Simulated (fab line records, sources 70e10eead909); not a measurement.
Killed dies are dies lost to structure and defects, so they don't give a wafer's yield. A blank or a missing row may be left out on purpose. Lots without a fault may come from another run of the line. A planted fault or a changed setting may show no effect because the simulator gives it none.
Chamber matching | flow nand_harc | NHARC_A_CHANNEL_FILL_D1_ALD_14 on ald_hk-02: 4 sister chambers
The step deposits SiO2, target thk 2.5 nm, pulse time 10 s, ald cycles 25. 8 wafers are shown with their chamber, then 9 later ones without.

WAFERS WITH THEIR CHAMBER
wafer  | chamber | heater_power_w (W) | precursor_pulse_height_rel
L079.6 | 2       | 541                | 1.008
L081.3 | 1       | 594                | 0.995
L081.4 | 3       | 509                | 0.997
L084.4 | 1       | 591                | 0.998
L084.6 | 0       | 386                | 0.998
L091.2 | 2       | 532                | 0.996
L091.3 | 3       | 492                | 1.006
L091.5 | 0       | 382                | 0.986

WAFERS WITHOUT THEIR CHAMBER
wafer  | heater_power_w (W) | precursor_pulse_height_rel
L093.1 | 522                | 1.003
L093.5 | 507                | 1.005
L093.6 | 393                | 1.033
L095.3 | 600                | 1.025
L095.5 | 499                | 1.010
L095.6 | 522                | 1.019
L097.2 | 516                | 0.977
L097.3 | 390                | 0.978
L097.5 | 494                | 0.963

WHICH CHAMBER EACH WENT THROUGH
wafer  | from the rows above     | in truth
L093.1 | can't be placed: 2 or 3 | 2
L093.5 | 3                       | 3
L093.6 | 0                       | 0
L095.3 | 1                       | 1
L095.5 | 3                       | 3
L095.6 | can't be placed: 2 or 3 | 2
L097.2 | can't be placed: 3 or 2 | 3
L097.3 | 0                       | 0
L097.5 | 3                       | 3
Placed correctly: 6 of 9. Can't be placed from these rows: 3 (the true chamber is among the candidates in 3). Placed wrongly: 0.
How it was worked out, from the rows above alone: a wafer's distance from a chamber is the root of the sum, over the readings, of the square of ((its reading less the chamber's mean) divided by the reading's scatter). The wafer belongs to the nearest chamber; if the next one is less than 2 further off, it can't be placed. A chamber's mean is the mean of its shown wafers. The scatter: the root of (the sum of the squares of (reading less its chamber's mean) over the shown wafers, divided by (wafers less chambers)).
